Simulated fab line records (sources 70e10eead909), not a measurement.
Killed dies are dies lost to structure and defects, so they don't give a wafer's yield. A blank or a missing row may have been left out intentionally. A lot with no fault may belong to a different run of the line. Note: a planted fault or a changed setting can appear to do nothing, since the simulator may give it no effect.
A struck lot beside a sound one    flow nand_harc    14 out of 1302 route steps
Sound: wafers L295.2, L295.4, L295.5. Wafers L303.3, L303.5, L303.6 were the ones struck. The cause comes at the end.
Each step with rows lists, per side, the tool, then ch with its chambers, then its first start. Under that, the readings that differ: sound wafers    struck wafers    difference of the means    sigmas: that difference in standard deviations of wafers without a fault.
alike: words and numbers the same on both sides, and readings whose means are apart by under 2 such deviations; not compared: readings that were withheld, readings missing a value for some wafer, numbers with overlapping values and no deviation given by the record, and bounds like >300 which may hide the same value.
A row with sigmas, a row that says differs or no value, or rows on one side alone: a step with any of these is where the two part. Non-overlapping numbers with no deviation appear without sigmas and do not part them. A reading that every wafer of one side lacks parts them only if that side has two wafers or more.

first, 9 steps without rows for these wafers: NHARC_A_STAIRCASE_DEHYDRATE_01 (time 120 s); NHARC_A_STAIRCASE_HMDS_02 (time 30 s); NHARC_A_STAIRCASE_COAT_03; NHARC_A_STAIRCASE_SOFTBAKE_04 (time 170 s); NHARC_A_STAIRCASE_EBR_05; NHARC_A_STAIRCASE_EXPOSE_06 (exposes mask STAIR); NHARC_A_STAIRCASE_PEB_07 (peb time 130 s); NHARC_A_STAIRCASE_DEVELOP_08 (time 140 s); NHARC_A_STAIRCASE_HARDBAKE_10 (time 140 s).
NHARC_A_STAIRCASE_DESCUM_11: chemistry O2, time 3 s.
  sound on rie_diel-08 ch 0,1,2, day 18 20:25; struck on rie_diel-08 ch 2,3, day 22 06:53
  alike: drypump_motor_current_A, oes_product_au, rf_vpp_V, showerhead_plenum_p_Torr, throttle_valve_pct
  not compared: rf_hours_counter_h
NHARC_A_STAIRCASE_TRIM_12: chemistry O2, time 211.2 s.
  sound on rie_diel-08 ch 0,1,2, day 18 20:31; struck on rie_diel-08 ch 0,3, day 22 07:06
  alike: drypump_motor_current_A, oes_product_au, rf_vpp_V, showerhead_plenum_p_Torr, throttle_valve_pct
  not compared: rf_hours_counter_h
NHARC_A_STAIRCASE_ETCH_13: etches the open film in C4F8/O2, target depth 100 nm, time 40.5 s.
  sound on rie_diel-08 ch 0,3, day 18 20:39; struck on rie_diel-08 ch 0,2, day 22 07:15
reading           sound           struck          difference  sigmas
run_length_s (s)  61.9 60.8 60.8  71.9 72.0 71.6  +10.7       +20
  alike: bias_w, oes_product_au, rf_vpp_V
  not compared: rf_hours_counter_h
NHARC_A_STAIRCASE_TRIM_14: chemistry O2, time 211.2 s.
  sound: rie_diel-08 ch 0,1,3; struck: rie_diel-08 ch 2,3
  alike: drypump_motor_current_A, oes_product_au, rf_vpp_V, showerhead_plenum_p_Torr, throttle_valve_pct
  not compared: rf_hours_counter_h
-- jump in the record: it breaks off in module A_STAIRCASE and resumes in module END (first step shown: number 1302 of the route), and 9 days separate the struck wafers' starts before and after --
NHARC_END_SORT_01:
  sound on prober-01 ch 0, day 27 09:21; struck on prober-02 ch 0, day 31 00:13
reading          sound     struck       difference  sigmas
killed_at_array  73 70 70  354 355 327  +274        +14
killed_dies      77 77 73  358 359 331  +274        +14
  alike: killed_at_other, killed_at_periphery, killed_open, killed_short

## WHERE THEY PART
Earliest at NHARC_A_STAIRCASE_ETCH_13; latest, in this record, at NHARC_END_SORT_01.

WHY: whatever the simulator had introduced
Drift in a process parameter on rie_diel-08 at NHARC_A_STAIRCASE_ETCH_13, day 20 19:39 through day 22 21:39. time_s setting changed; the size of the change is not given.
